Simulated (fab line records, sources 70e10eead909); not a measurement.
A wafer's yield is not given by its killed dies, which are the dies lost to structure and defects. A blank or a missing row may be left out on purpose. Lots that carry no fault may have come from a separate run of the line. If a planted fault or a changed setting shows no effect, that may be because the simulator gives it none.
Which tool is to blame? :: flow nandHarc :: 11 lots with 33 wafers sampled at 4 steps, on a route of 1302 steps

WHAT THE GAUGES READ, wafer by wafer
NHARC_P_GATE_CD_MEAS_26 targets a cd of 120 nm.
lot: L673
measured: day 5 09:39
on: cdSem-02
cdNm (nm): 118.9 118.8 119.0

lot: L674
measured: day 5 23:08
on: cdSem-03
cdNm (nm): 118.9 119.6 119.4

lot: L675
measured: day 6 02:11
on: cdSem-03
cdNm (nm): 120.3 120.2 120.1

lot: L678
measured: day 7 21:56
on: cdSem-03
cdNm (nm): 118.9 118.9 119.3

lot: L679
measured: day 7 21:10
on: cdSem-03
cdNm (nm): 119.6 119.6 120.1

lot: L680
measured: day 8 06:51
on: cdSem-02
cdNm (nm): 119.8 119.9 120.7

lot: L682
measured: day 9 02:04
on: cdSem-02
cdNm (nm): 119.3 119.0 119.3

lot: L683
measured: day 9 13:19
on: cdSem-01
cdNm (nm): 113.1 112.7 113.6 113.0 112.8 113.6

lot: L686
measured: day 11 00:22
on: cdSem-02
cdNm (nm): 120.1 119.8 120.6

lot: L695
measured: day 14 11:01
on: cdSem-02
cdNm (nm): 119.7 119.8 119.2

lot: L694
measured: day 14 11:22
on: cdSem-03
cdNm (nm): 119.5 121.0 120.6

TOOL THAT RAN EACH LOT (tool first, then ch and the chambers of the sampled wafers, then the start)
lot: L673
NHARC_P_STI_DESCUM_14: rieDiel-08 ch 0,1,3, day 3 08:27
NHARC_P_GATE_DESCUM_13: rieDiel-11 ch 2,3, day 4 19:35
NHARC_P_GATE_EXPOSE_23: arfiScanner-03 ch 0, day 5 09:31

lot: L674
NHARC_P_STI_DESCUM_14: rieDiel-10 ch 0,1,2, day 3 17:02
NHARC_P_GATE_DESCUM_13: rieDiel-02 ch 0,1,2, day 5 08:20
NHARC_P_GATE_EXPOSE_23: arfiScanner-01 ch 0, day 5 23:01

lot: L675
NHARC_P_STI_DESCUM_14: rieDiel-08 ch 0,1,3, day 4 01:07
NHARC_P_GATE_DESCUM_13: rieDiel-02 ch 1,2,3, day 5 12:34
NHARC_P_GATE_EXPOSE_23: arfiScanner-03 ch 0, day 6 02:02

lot: L678
NHARC_P_STI_DESCUM_14: rieDiel-08 ch 1,2,3, day 5 16:12
NHARC_P_GATE_DESCUM_13: rieDiel-11 ch 1,2,3, day 7 04:27
NHARC_P_GATE_EXPOSE_23: arfiScanner-02 ch 0, day 7 21:48

lot: L679
NHARC_P_STI_DESCUM_14: rieDiel-10 ch 2,3, day 5 21:11
NHARC_P_GATE_DESCUM_13: rieDiel-06 ch 2,3, day 7 04:16
NHARC_P_GATE_EXPOSE_23: arfiScanner-01 ch 0, day 7 21:01

lot: L680
NHARC_P_STI_DESCUM_14: rieDiel-10 ch 1,2, day 6 03:58
NHARC_P_GATE_DESCUM_13: rieDiel-11 ch 0,3, day 7 16:28
NHARC_P_GATE_EXPOSE_23: arfiScanner-02 ch 0, day 8 06:43

lot: L682
NHARC_P_STI_DESCUM_14: rieDiel-09 ch 0,3, day 6 22:40
NHARC_P_GATE_DESCUM_13: rieDiel-06 ch 0,1, day 8 11:01
NHARC_P_GATE_EXPOSE_23: arfiScanner-02 ch 0, day 9 01:55

lot: L683
NHARC_P_STI_DESCUM_14: rieDiel-09 ch 0,1, day 7 09:49
NHARC_P_GATE_DESCUM_13: rieDiel-06 ch 2,3, day 8 23:19
NHARC_P_GATE_EXPOSE_23: arfiScanner-02 ch 0, day 9 13:10

lot: L686
NHARC_P_STI_DESCUM_14: rieDiel-10 ch 0,3, day 8 16:25
NHARC_P_GATE_DESCUM_13: rieDiel-11 ch 0,1,2, day 10 08:32
NHARC_P_GATE_EXPOSE_23: arfiScanner-02 ch 0, day 11 00:14

lot: L695
NHARC_P_STI_DESCUM_14: rieDiel-08 ch 0,3, day 12 05:25
NHARC_P_GATE_DESCUM_13: rieDiel-02 ch 0,2,3, day 13 20:29
NHARC_P_GATE_EXPOSE_23: arfiScanner-01 ch 0, day 14 10:53

lot: L694
NHARC_P_STI_DESCUM_14: rieDiel-09 ch 2,3, day 12 05:26
NHARC_P_GATE_DESCUM_13: rieDiel-11 ch 0,2,3, day 13 20:39
NHARC_P_GATE_EXPOSE_23: arfiScanner-03 ch 0, day 14 11:13
- NHARC_P_STI_DESCUM_14: chemistry O2, time 3 s.
- NHARC_P_GATE_DESCUM_13: chemistry O2, time 3 s.
- NHARC_P_GATE_EXPOSE_23: exposes mask P GATE, target cd 120 nm.

THE ANSWER, worked out from the rows above alone
Rule: the lots themselves supply what counts as usual. Put in order of their means at a reading, lots are off if they are a third of the lots or fewer, leave a main group of 4 or more, and stand apart from it by a gap of 3 or more times the standard deviation of the main group's means; of several such gaps the widest counts. Not used: any main group whose means are identical at the precision the tables above print for the reading. Also off: a lot with no number at a reading for which 4 or more lots have one. Where the step has rows for the other lots, those lots are counted as sound.
Off: L683, at NHARC_P_GATE_CD_MEAS_26 (cdNm). The main group has a mean of 119.7 nm with a standard deviation of 0.51.
A tool fits if, at a process step before that reading, it ran every lot that is off, and no sound lot after the first of them. Those tools and the gauges at NHARC_P_GATE_CD_MEAS_26 are tried in the same way. Undecided on this evidence; 2 tools fit (rieDiel-06 at NHARC_P_GATE_DESCUM_13, cdSem-01 at NHARC_P_GATE_CD_MEAS_26).

WHAT THE SIMULATOR HAD INSERTED
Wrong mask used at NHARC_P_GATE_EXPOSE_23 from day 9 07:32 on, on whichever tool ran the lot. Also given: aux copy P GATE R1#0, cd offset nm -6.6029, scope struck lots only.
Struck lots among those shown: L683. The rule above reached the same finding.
